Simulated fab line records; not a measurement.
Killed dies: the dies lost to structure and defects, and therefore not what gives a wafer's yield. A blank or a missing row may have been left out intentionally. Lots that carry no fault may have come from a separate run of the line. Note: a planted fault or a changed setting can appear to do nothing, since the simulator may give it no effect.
Which tool was responsible? ; flow nand harc ; 14 lots, 42 wafers sampled, at 3 steps of a route of 1159

== WHAT THE GAUGES SHOWED, per wafer ==
NHARC_THIN_TSV_CD_MEAS_12: target cd 1000 nm.
lot;measured;on;cd nm (nm)
L499;day 18 13:00;cd sem-01;1001.6 1001.5 1001.8
L498;day 18 23:28;cd sem-02;996.2 996.5 994.6
L501;day 19 13:26;cd sem-01;997.3 1002.8 999.3
L500;day 19 14:40;cd sem-01;998.2 1003.6 1002.9
L502;day 19 15:53;cd sem-02;999.1 998.4 997.4
L506;day 20 10:01;cd sem-03;- - -
L505;day 20 18:46;cd sem-03;- - -
L511;day 21 10:55;cd sem-01;1004.0 1001.0 1001.0
L516;day 23 01:30;cd sem-03;1001.6 997.8 1002.3
L517;day 23 03:53;cd sem-01;1002.0 1001.1 1001.7
L520;day 24 03:43;cd sem-02;997.7 998.2 998.6
L518;day 24 04:57;cd sem-01;1000.5 998.6 1000.9
L519;day 24 10:45;cd sem-01;1004.0 1004.2 1003.2
L521;day 24 14:32;cd sem-02;997.7 1000.3 998.3

== WHICH TOOL RAN EACH LOT (tool, then ch and the chambers of the sampled wafers, then the start) ==
lot;NHARC_THIN_TSV_DEP_43;NHARC_THIN_TSV_PEB_10
L499;pecvd-03 ch 0,2, day 18 12:13;litho track-03 ch 0, day 18 12:54
L498;pecvd-04 ch 1,2, day 18 22:36;litho track-05 ch 0, day 18 23:22
L501;pecvd-01 ch 0,2, day 19 12:43;litho track-02 ch 0, day 19 13:21
L500;pecvd-04 ch 0,1,2, day 19 13:50;litho track-03 ch 0, day 19 14:34
L502;pecvd-03 ch 0,1,2, day 19 15:14;litho track-05 ch 0, day 19 15:48
L506;pecvd-04 ch 0,2, day 20 09:18;litho track-03, day 20 09:55
L505;pecvd-04 ch 1,2, day 20 18:05;litho track-03, day 20 18:40
L511;pecvd-04 ch 0,1, day 21 10:10;litho track-03 ch 0, day 21 10:49
L516;pecvd-01 ch 0,1, day 23 00:43;litho track-03 ch 0, day 23 01:25
L517;pecvd-03 ch 0,1, day 23 03:14;litho track-03 ch 0, day 23 03:47
L520;pecvd-01 ch 0,1,2, day 24 03:01;litho track-05 ch 0, day 24 03:38
L518;pecvd-01 ch 0,1,2, day 24 04:16;litho track-03 ch 0, day 24 04:52
L519;pecvd-01 ch 0,2, day 24 10:01;litho track-03 ch 0, day 24 10:40
L521;pecvd-01 ch 1,2, day 24 13:41;litho track-02 ch 0, day 24 14:26
- NHARC_THIN_TSV_DEP_43: deposits SiO2, target thk 1328.5 nm.
- NHARC_THIN_TSV_PEB_10: peb time 85 s.

== AS READ BY THE TOOLS THEMSELVES (means over the sampled wafers that have a number; for cases with no such wafer, the mark the record gives instead) ==
NHARC_THIN_TSV_DEP_43.
lot;tool;throttle valve pct (%)
L499;pecvd-03;16.0
L498;pecvd-04;16.4
L501;pecvd-01;15.7
L500;pecvd-04;15.9
L502;pecvd-03;16.1
L506;pecvd-04;15.5
L505;pecvd-04;15.9
L511;pecvd-04;16.1
L516;pecvd-01;16.6
L517;pecvd-03;16.2
L520;pecvd-01;16.1
L518;pecvd-01;16.1
L519;pecvd-01;15.5
L521;pecvd-01;16.0

NHARC_THIN_TSV_PEB_10.
lot;tool;chill plate temp C (C);exhaust pa (Pa);plate temp C (C)
L499;litho track-03;23.08;44.8;118.06
L498;litho track-05;23.13;46.0;117.91
L501;litho track-02;23.00;45.3;118.12
L500;litho track-03;23.06;44.5;117.90
L502;litho track-05;22.85;45.1;118.11
L506;litho track-03;-;-;-
L505;litho track-03;-;-;-
L511;litho track-03;22.95;45.4;118.12
L516;litho track-03;22.81;44.3;118.07
L517;litho track-03;23.08;44.5;118.00
L520;litho track-05;23.11;44.8;117.98
L518;litho track-03;23.00;44.8;117.88
L519;litho track-03;22.99;45.5;117.87
L521;litho track-02;23.16;45.5;118.13

== THE ANSWER, worked out from the rows above alone ==
Rule: usual is defined by the lots themselves. Put in order of their means at a reading, lots are off if they are a third of the lots or fewer, leave a main group of 4 or more, and stand apart from it by a gap of 3 or more times the standard deviation of the main group's means; of several such gaps the widest counts. A main group whose means are all the same, to the digits that the tables above print for the reading, isn't used. Also off: a lot with no number at a reading for which 4 or more lots have one. Where the step has rows for the other lots, those lots are counted as sound. The gauges are gone through in route order, then the tools' own readings, and for those a lot's mean is taken as printed above. The first step at which some lot is off is used, and at that step the reading that is off furthest; a lot without a number counts as furthest.
Off: L506, L505, at NHARC_THIN_TSV_CD_MEAS_12 (cd nm). Without a number there: L506, L505. The main group has a mean of 1000.2 nm with a standard deviation of 2.1.
A tool fits if, at a process step before that reading, it ran every lot that is off, and no sound lot after the first of them. The gauges at NHARC_THIN_TSV_CD_MEAS_12 aren't tried: what is off there is off at NHARC_THIN_TSV_PEB_10 too, on other tools, and a gauge's error can't cause that. No candidate that was tried fits.

== WHAT THE SIMULATOR HAD INSERTED ==
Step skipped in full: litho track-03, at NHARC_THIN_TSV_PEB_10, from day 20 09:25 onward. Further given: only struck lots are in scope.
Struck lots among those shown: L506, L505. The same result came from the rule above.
